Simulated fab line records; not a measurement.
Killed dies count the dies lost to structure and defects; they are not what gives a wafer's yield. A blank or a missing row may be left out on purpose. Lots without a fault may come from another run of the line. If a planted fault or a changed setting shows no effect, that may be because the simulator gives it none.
fab line records | flow nand-harc
record: lots: 12 | wafers: 36 | last-day: 25
route steps=1159 shown P_ZERO_WELL@18 P_GATE@138
lots that met no fault: from a run of the same line without faults
start-h: start of the lot's first displayed wafer, in hours after the record's first day | wait-h: how many hours have passed since the lot's step before this one | " same as the row above | L1.1+2: one row covering several wafers at once | - no value present, or no start provided | * or withheld: withheld | < > ~ a bound
route shown NAME@n: NAME is a module with steps in the file, n the number in the route of the first one | usual: mean and standard deviation over wafers with no fault | same: alike in all rows | chamber/n: place in a boat | sites: readings site by site | _std_site: standard deviation of those values | _edge_site: mean of outer sites minus mean of inner sites | radius-mm: how far each site lies from the wafer's centre | mask NAME#n: copy n | behind: the last tool/chamber to shape the wafer | hold: why the lot was held/for how many hours/how that ended | device: the n, p or np transistor that did not switch | end of line: the route-end tests of the same wafers | where a step has no rows: the recipe by itself | killed: count of dies lost to structure and defects at first sort (not the wafer's yield) | map: a wafer's dies, marking killed ones x, the rest . and places with no die _
set.NAME: the run value of the setting; set.NAME@STEP: its run value at that earlier step | model.NAME: the simulator's own value behind a step, which no gauge read
a sample of lots followed through the steps of the route, with each step as a table and each wafer as a row
services: from which hour (start-h, from the record's first day; less than 0 if before it) a tool's chamber was out of use, for how many hours, and why
== steps ==
step: NHARC_P_ZERO_WELL_ETCH_62
recipe: target-depth-a: 130 | time-s: 6.5 | chf3-flow-sccm: 50 | ar-flow-sccm: 200 | rf-w: 500 | bias-w: 200 | chemistry: CHF3/Ar
usual: drypump-motor-current-A: 5.7/0.4 | oes-product-au: 0.959/0.017 | rf-vpp-V: 370.3/1.9 | showerhead-plenum-p-Torr: 2.33/0.08 | throttle-valve-pct: 20.216/0.0089
lot.wafer | tool        | chamber | start-h | wait-h | drypump-motor-current-A | oes-product-au | rf-hours-counter-h | rf-vpp-V | showerhead-plenum-p-Torr | throttle-valve-pct
L100.3    | rie-diel-05 | 0       | -       | -      | 5.2                     | 0.960          | 1                  | 372.2    | 2.42                     | 20.210
L100.4    | "           | 2       | "       | "      | 5.5                     | 0.940          | 2                  | 373.1    | 2.47                     | 20.221
L100.6    | "           | 0       | "       | "      | 5.2                     | 0.971          | -                  | 372.1    | 2.42                     | 20.216
L101.3    | rie-diel-07 | 0       | -       | -      | 5.6                     | 0.986          | 9                  | 370.6    | 2.36                     | 20.221
L101.5    | "           | 2       | "       | "      | 6.1                     | 0.960          | -                  | 370.7    | 2.41                     | 20.209
L101.6    | "           | 3       | "       | "      | 6.3                     | 0.970          | -                  | 370.0    | 2.33                     | 20.199
L104.4    | rie-diel-05 | 3       | -       | -      | 6.1                     | 0.973          | 3                  | 367.5    | 2.24                     | 20.222
L104.2    | "           | 2       | "       | "      | 5.5                     | 0.974          | 3                  | 373.3    | 2.47                     | 20.219
L104.5    | "           | 3       | "       | "      | 6.1                     | 0.968          | -                  | 368.4    | 2.24                     | 20.223
L115.2    | rie-diel-11 | 2       | -       | -      | 5.0                     | 0.957          | 4                  | 369.0    | 2.32                     | 20.236
L115.3    | "           | 3       | "       | "      | 6.5                     | 0.973          | 5                  | 370.1    | 2.28                     | 20.219
L115.6    | "           | 3       | "       | "      | 6.4                     | 0.977          | -                  | 368.8    | 2.28                     | 20.216
L116.1    | rie-diel-11 | 2       | -       | -      | 5.0                     | 0.955          | 5                  | 371.1    | 2.32                     | 20.216
L116.2    | "           | 0       | "       | "      | 5.7                     | 0.979          | 6                  | 370.4    | 2.38                     | 20.231
L116.6    | "           | 2       | "       | "      | 5.0                     | 0.951          | -                  | 369.9    | 2.32                     | 20.215
L117.3    | rie-diel-11 | 0       | -       | -      | 5.8                     | 0.964          | 7                  | 371.6    | 2.38                     | 20.210
L117.4    | "           | 1       | "       | "      | 5.8                     | 0.953          | 6                  | 369.2    | 2.28                     | 20.204
L117.2    | "           | 2       | "       | "      | 5.0                     | 0.963          | 6                  | 372.3    | 2.32                     | 20.211
L118.4    | rie-diel-05 | 2       | -       | -      | 5.5                     | 0.927          | 11                 | 374.7    | 2.46                     | 20.217
L118.5    | "           | 0       | "       | "      | 5.2                     | 0.922          | -                  | 370.1    | 2.41                     | 20.230
L118.6    | "           | 1       | "       | "      | 5.7                     | 0.953          | -                  | 367.7    | 2.21                     | 20.195
L119.3    | rie-diel-11 | 2       | -       | -      | 5.0                     | 0.966          | 6                  | 368.5    | 2.32                     | 20.211
L119.4    | "           | 3       | "       | "      | 6.4                     | 0.994          | 7                  | 369.7    | 2.28                     | 20.207
L119.5    | "           | 0       | "       | "      | 5.7                     | 0.955          | -                  | 372.1    | 2.38                     | 20.225
L120.3    | rie-diel-05 | 1       | -       | -      | 5.7                     | 0.980          | 11                 | 368.3    | 2.21                     | 20.210
L120.1    | "           | 2       | "       | "      | 5.5                     | 0.954          | 12                 | 373.8    | 2.46                     | 20.227
L120.2    | "           | 3       | "       | "      | 6.1                     | 0.952          | 12                 | 368.5    | 2.24                     | 20.220
L121.4    | rie-diel-11 | 0       | -       | -      | 5.7                     | 0.979          | 8                  | 372.4    | 2.38                     | 20.217
L121.2    | "           | 1       | "       | "      | 5.8                     | 0.965          | 8                  | 370.0    | 2.28                     | 20.228
L121.6    | "           | 0       | "       | "      | 5.7                     | 0.983          | -                  | 371.2    | 2.38                     | 20.218
L122.3    | rie-diel-07 | 1       | -       | -      | 5.4                     | 0.967          | 6                  | 370.2    | 2.27                     | 20.215
L122.4    | "           | 2       | "       | "      | 6.1                     | 0.952          | 6                  | 372.1    | 2.41                     | 20.217
L122.2    | "           | 3       | "       | "      | 6.3                     | 0.983          | 6                  | 368.7    | 2.33                     | 20.215
L123.2    | rie-diel-05 | 0       | -       | -      | 5.2                     | 0.960          | 12                 | 372.5    | 2.41                     | 20.209
L123.3    | "           | 3       | "       | "      | 6.1                     | 0.959          | 13                 | 368.3    | 2.24                     | 20.220
L123.6    | "           | 0       | "       | "      | 5.2                     | 0.965          | -                  | 371.4    | 2.41                     | 20.212
step: NHARC_P_ZERO_WELL_CD_MEAS_37
recipe: target-cd-nm: 720 | landing-energy-ev: 500
usual: cd-nm: 719.4/2
same: landing-energy-ev: 500
lot.wafer | tool      | chamber | start-h | wait-h | cd-nm
L100.3    | cd-sem-01 | 0       | 16.04   | -      | 723.2
L100.4    | "         | 0       | "       | "      | 718.6
L100.6    | "         | 0       | "       | "      | 718.5
L101.3    | cd-sem-01 | 0       | 22.18   | -      | 721.1
L101.5    | "         | 0       | "       | "      | 721.3
L101.6    | "         | 0       | "       | "      | 715.5
L104.2    | cd-sem-01 | 0       | 40.38   | -      | 720.2
L104.4    | "         | 0       | "       | "      | 722.5
L104.5    | "         | 0       | "       | "      | 722.0
L115.2    | cd-sem-03 | 0       | 106.05  | -      | 716.1
L115.3    | "         | 0       | "       | "      | 716.5
L115.6    | "         | 0       | "       | "      | 719.2
L116.1    | cd-sem-01 | 0       | 112.35  | -      | 719.8
L116.2    | "         | 0       | "       | "      | 717.9
L116.6    | "         | 0       | "       | "      | 717.0
L117.2    | cd-sem-03 | 0       | 118.13  | -      | 717.3
L117.3    | "         | 0       | "       | "      | 717.5
L117.4    | "         | 0       | "       | "      | 716.0
L118.4    | cd-sem-03 | 0       | 124.14  | -      | 721.8
L118.5    | "         | 0       | "       | "      | 719.2
L118.6    | "         | 0       | "       | "      | 720.4
L119.3    | cd-sem-03 | 0       | 129.97  | -      | 720.5
L119.4    | "         | 0       | "       | "      | 718.4
L119.5    | "         | 0       | "       | "      | 718.8
L120.1    | cd-sem-03 | 0       | 136.23  | -      | 722.9
L120.2    | "         | 0       | "       | "      | 720.2
L120.3    | "         | 0       | "       | "      | 720.9
L121.2    | cd-sem-01 | 0       | 142.11  | -      | 719.7
L121.4    | "         | 0       | "       | "      | 720.3
L121.6    | "         | 0       | "       | "      | 717.0
L122.2    | cd-sem-02 | 0       | 147.98  | -      | 720.9
L122.3    | "         | 0       | "       | "      | 722.6
L122.4    | "         | 0       | "       | "      | 719.2
L123.2    | cd-sem-03 | 0       | 154.11  | -      | 719.2
L123.3    | "         | 0       | "       | "      | 720.7
L123.6    | "         | 0       | "       | "      | 717.3
step: NHARC_P_GATE_EXPOSE_23
recipe: na: 1.35 | target-cd-nm: 120 | dose-mj: 93.91 | mask-id: P_GATE
lot.wafer  | tool            | chamber | start-h | wait-h | mask
L101.3+5+6 | arfi-scanner-02 | 0       | 91.97   | -      | P_GATE#0
L100.3+4+6 | arfi-scanner-01 | 0       | 92.15   | -      | P_GATE#0
L104.2+4+5 | arfi-scanner-02 | 0       | 113.77  | -      | P_GATE_R1#0
L115.2+3+6 | arfi-scanner-01 | 0       | 170.43  | -      | P_GATE#0
L116.1+2+6 | arfi-scanner-01 | 0       | 183.61  | -      | P_GATE#0
L117.2+3+4 | arfi-scanner-02 | 0       | 189.76  | -      | P_GATE#0
L118.4+5+6 | arfi-scanner-01 | 0       | 200.11  | -      | P_GATE#0
L120.1+2+3 | arfi-scanner-02 | 0       | 200.74  | -      | P_GATE#0
L119.3+4+5 | arfi-scanner-01 | 0       | 201.49  | -      | P_GATE#0
L121.2+4+6 | arfi-scanner-01 | 0       | 216.05  | -      | P_GATE#0
L122.2+3+4 | arfi-scanner-01 | 0       | 216.61  | -      | P_GATE#0
L123.2+3+6 | arfi-scanner-02 | 0       | 229.48  | -      | P_GATE#0
step: NHARC_P_GATE_CD_MEAS_26
recipe: target-cd-nm: 120 | landing-energy-ev: 500
usual: cd-nm: 119.8/0.67
same: landing-energy-ev: 500
lot.wafer | tool      | chamber | start-h | wait-h | cd-nm
L101.3    | cd-sem-01 | 0       | 92.11   | -      | 119.9
L101.5    | "         | 0       | "       | "      | 118.6
L101.6    | "         | 0       | "       | "      | 118.5
L100.3    | cd-sem-02 | 0       | 92.29   | -      | 119.8
L100.4    | "         | 0       | "       | "      | 119.2
L100.6    | "         | 0       | "       | "      | 119.3
L104.2    | cd-sem-01 | 0       | 113.91  | -      | 113.5
L104.4    | "         | 0       | "       | "      | 115.3
L104.5    | "         | 0       | "       | "      | 114.9
L115.2    | cd-sem-03 | 0       | 170.57  | -      | 119.8
L115.3    | "         | 0       | "       | "      | 119.5
L115.6    | "         | 0       | "       | "      | 120.3
L116.1    | cd-sem-02 | 0       | 183.75  | -      | 120.2
L116.2    | "         | 0       | "       | "      | 119.2
L116.6    | "         | 0       | "       | "      | 119.3
L117.2    | cd-sem-02 | 0       | 189.90  | -      | 120.3
L117.3    | "         | 0       | "       | "      | 118.8
L117.4    | "         | 0       | "       | "      | 119.4
L118.4    | cd-sem-02 | 0       | 200.24  | -      | 119.5
L118.5    | "         | 0       | "       | "      | 119.5
L118.6    | "         | 0       | "       | "      | 119.8
L120.1    | cd-sem-03 | 0       | 200.88  | -      | 119.8
L120.2    | "         | 0       | "       | "      | 119.8
L120.3    | "         | 0       | "       | "      | 120.0
L119.3    | cd-sem-01 | 0       | 201.62  | -      | 120.1
L119.4    | "         | 0       | "       | "      | 120.2
L119.5    | "         | 0       | "       | "      | 119.5
L121.2    | cd-sem-02 | 0       | 216.19  | -      | 119.8
L121.4    | "         | 0       | "       | "      | 120.3
L121.6    | "         | 0       | "       | "      | 120.3
L122.2    | cd-sem-03 | 0       | 216.75  | -      | 119.0
L122.3    | "         | 0       | "       | "      | 119.4
L122.4    | "         | 0       | "       | "      | 119.3
L123.2    | cd-sem-01 | 0       | 229.62  | -      | 120.0
L123.3    | "         | 0       | "       | "      | 120.1
L123.6    | "         | 0       | "       | "      | 120.5
step: NHARC_P_GATE_STRIP_108
recipe: o2-flow-sccm: 500 | ar-flow-sccm: 0 | bias-w: 0 | chemistry: O2
usual: drypump-motor-current-A: 5.6/0.41 | oes-product-au: 1.004/0.014 | rf-vpp-V: 57.8/0.92 | showerhead-plenum-p-Torr: 3.51/0.17 | throttle-valve-pct: 17.036/0.0087
lot.wafer | tool        | chamber | start-h | wait-h | drypump-motor-current-A | oes-product-au | rf-hours-counter-h | rf-vpp-V | showerhead-plenum-p-Torr | throttle-valve-pct
L101.3    | rie-diel-01 | 0       | 93.23   | -      | 5.9                     | 0.995          | 39                 | 55.9     | 3.30                     | 17.040
L101.5    | "           | 2       | "       | "      | 6.4                     | 0.990          | -                  | 58.8     | 3.76                     | 17.033
L101.6    | "           | 3       | "       | "      | 5.0                     | 1.002          | -                  | 59.4     | 3.71                     | 17.028
L100.4    | rie-diel-03 | 3       | 93.35   | -      | 5.6                     | 1.002          | 16                 | 58.2     | 3.53                     | 17.026
L100.3    | "           | 0       | "       | "      | 5.7                     | 0.993          | 16                 | 58.2     | 3.64                     | 17.042
L100.6    | "           | 3       | "       | "      | 5.6                     | 0.999          | -                  | 59.2     | 3.53                     | 17.045
L104.2    | rie-diel-13 | 3       | 114.90  | -      | 4.8                     | 1.006          | 1                  | 56.2     | 3.29                     | 17.025
L104.5    | "           | 0       | "       | "      | 6.1                     | 1.017          | -                  | 56.9     | 3.41                     | 17.031
L104.4    | "           | 2       | "       | "      | 5.8                     | 0.995          | -                  | 56.1     | 3.31                     | 17.039
L115.2    | rie-diel-01 | 1       | 171.44  | -      | 5.2                     | 0.983          | 5                  | 58.9     | 3.81                     | 17.040
L115.3    | "           | 0       | "       | "      | 5.8                     | 0.987          | 5                  | 58.0     | 3.29                     | 17.038
L115.6    | "           | 1       | "       | "      | 5.2                     | 0.975          | -                  | 57.5     | 3.81                     | 17.041
L116.1    | rie-diel-03 | 2       | 184.75  | -      | 5.5                     | 1.021          | 52                 | 57.2     | 3.63                     | 17.048
L116.2    | "           | 1       | "       | "      | 5.7                     | 1.018          | 54                 | 59.1     | 3.45                     | 17.039
L116.6    | "           | 3       | "       | "      | 5.6                     | 1.013          | -                  | 59.1     | 3.51                     | 17.025
L117.4    | rie-diel-03 | 3       | 190.75  | -      | 5.6                     | 1.003          | 50                 | 56.6     | 3.51                     | 17.040
L117.2    | "           | 0       | "       | "      | 5.7                     | 1.001          | 55                 | 57.4     | 3.62                     | 17.035
L117.3    | "           | 2       | "       | "      | 5.5                     | 1.013          | 53                 | 59.2     | 3.63                     | 17.027
L118.4    | rie-diel-01 | 0       | 201.05  | -      | 5.9                     | 0.996          | 17                 | 56.5     | 3.28                     | 17.028
L118.6    | "           | 0       | "       | "      | 5.8                     | 0.990          | -                  | 58.3     | 3.28                     | 17.028
L118.5    | "           | 1       | "       | "      | 5.2                     | 0.991          | -                  | 59.6     | 3.80                     | 17.054
L120.2    | rie-diel-13 | 0       | 201.87  | -      | 6.1                     | 1.028          | 19                 | 57.6     | 3.40                     | 17.039
L120.1    | "           | 1       | "       | "      | 6.0                     | 1.011          | 17                 | 57.1     | 3.70                     | 17.024
L120.3    | "           | 2       | "       | "      | 5.8                     | 0.998          | 21                 | 57.8     | 3.30                     | 17.050
L119.3    | rie-diel-03 | 0       | 202.71  | -      | 5.8                     | 0.989          | 60                 | 58.0     | 3.62                     | 17.039
L119.4    | "           | 2       | "       | "      | 5.5                     | 1.012          | 58                 | 57.5     | 3.63                     | 17.050
L119.5    | "           | 0       | "       | "      | 5.7                     | 0.997          | -                  | 59.2     | 3.61                     | 17.037
L121.2    | rie-diel-13 | 3       | 217.04  | -      | 4.8                     | 1.009          | 23                 | 56.4     | 3.28                     | 17.048
L121.4    | "           | 0       | "       | "      | 6.1                     | 1.021          | 21                 | 57.2     | 3.40                     | 17.044
L121.6    | "           | 3       | "       | "      | 4.8                     | 1.014          | -                  | 57.0     | 3.28                     | 17.029
L122.3    | rie-diel-13 | 1       | 217.62  | -      | 5.9                     | 0.996          | 19                 | 58.4     | 3.69                     | 17.031
L122.4    | "           | 2       | "       | "      | 5.8                     | 0.999          | 23                 | 57.5     | 3.30                     | 17.019
L122.2    | "           | 3       | "       | "      | 4.8                     | 1.013          | 23                 | 56.2     | 3.28                     | 17.059
L123.3    | rie-diel-03 | 1       | 230.43  | -      | 5.7                     | 1.009          | 1                  | 56.6     | 3.44                     | 17.048
L123.2    | "           | 2       | "       | "      | 5.5                     | 1.026          | 1                  | 58.5     | 3.63                     | 17.023
L123.6    | "           | 1       | "       | "      | 5.6                     | 1.008          | -                  | 58.9     | 3.44                     | 17.041
== services ==
tool            | chamber | start-h | hours | kind
rie-diel-13     | 3       | -5.45   | 4.7   | repair
rie-diel-11     | -       | 12.60   | 9.0   | pm
arfi-scanner-02 | -       | 24.87   | 9.2   | repair
rie-diel-11     | 0       | 25.24   | 2.7   | repair
arfi-scanner-01 | -       | 31.31   | 4.0   | pm
rie-diel-11     | 1       | 31.59   | 4.1   | repair
rie-diel-03     | -       | 38.30   | 9.0   | pm
rie-diel-11     | 2       | 47.52   | 15.4  | repair
arfi-scanner-02 | -       | 57.52   | 0.8   | repair
arfi-scanner-02 | -       | 62.47   | 0.9   | repair
arfi-scanner-02 | -       | 84.00   | 4.0   | pm
rie-diel-03     | 3       | 95.70   | 5.2   | repair
rie-diel-13     | -       | 99.01   | 9.0   | pm
rie-diel-11     | 1       | 102.64  | 6.7   | repair
rie-diel-03     | 3       | 114.22  | 4.6   | repair
arfi-scanner-01 | -       | 120.47  | 0.5   | repair
arfi-scanner-01 | -       | 124.12  | 1.2   | repair
arfi-scanner-01 | -       | 145.94  | 0.5   | repair
rie-diel-05     | -       | 163.60  | 9.0   | pm
arfi-scanner-01 | -       | 175.37  | 1.8   | repair
rie-diel-11     | -       | 189.60  | 9.0   | pm
arfi-scanner-01 | -       | 203.31  | 4.0   | pm
arfi-scanner-02 | -       | 211.19  | 1.5   | repair
rie-diel-03     | -       | 215.35  | 9.0   | pm
== key ==
first-sign: step: NHARC_P_GATE_EXPOSE_23 | reading: mask | direction: changed
effect: step: NHARC_P_GATE_CD_MEAS_26 | reading: cd-nm | direction: down | sigmas: 7.7 | usual: 119.8 | struck: 114.6
met-at NHARC_P_GATE_EXPOSE_23
struck-lots L104
tester-left-out L104
not-acting-at NHARC_P_ZERO_WELL_ETCH_62,NHARC_P_ZERO_WELL_CD_MEAS_37,NHARC_P_GATE_STRIP_108
onset-between 91.97 113.77
fault: kind: wrong-mask | tool: any | chamber: - | onset-h: 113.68 | steps: NHARC_P_GATE_EXPOSE_23 | aux-copy: P_GATE_R1#0 | cd-offset-nm: -4.1064 | scope: struck-lots-only
tester-left-out: of these lots the tester's yield and bins aren't shown, on N5 and GAA mostly nor the transistor test; their killed dies are dies lost to structure and defects alone, not to doping, threshold or leakage, so they don't give the yield
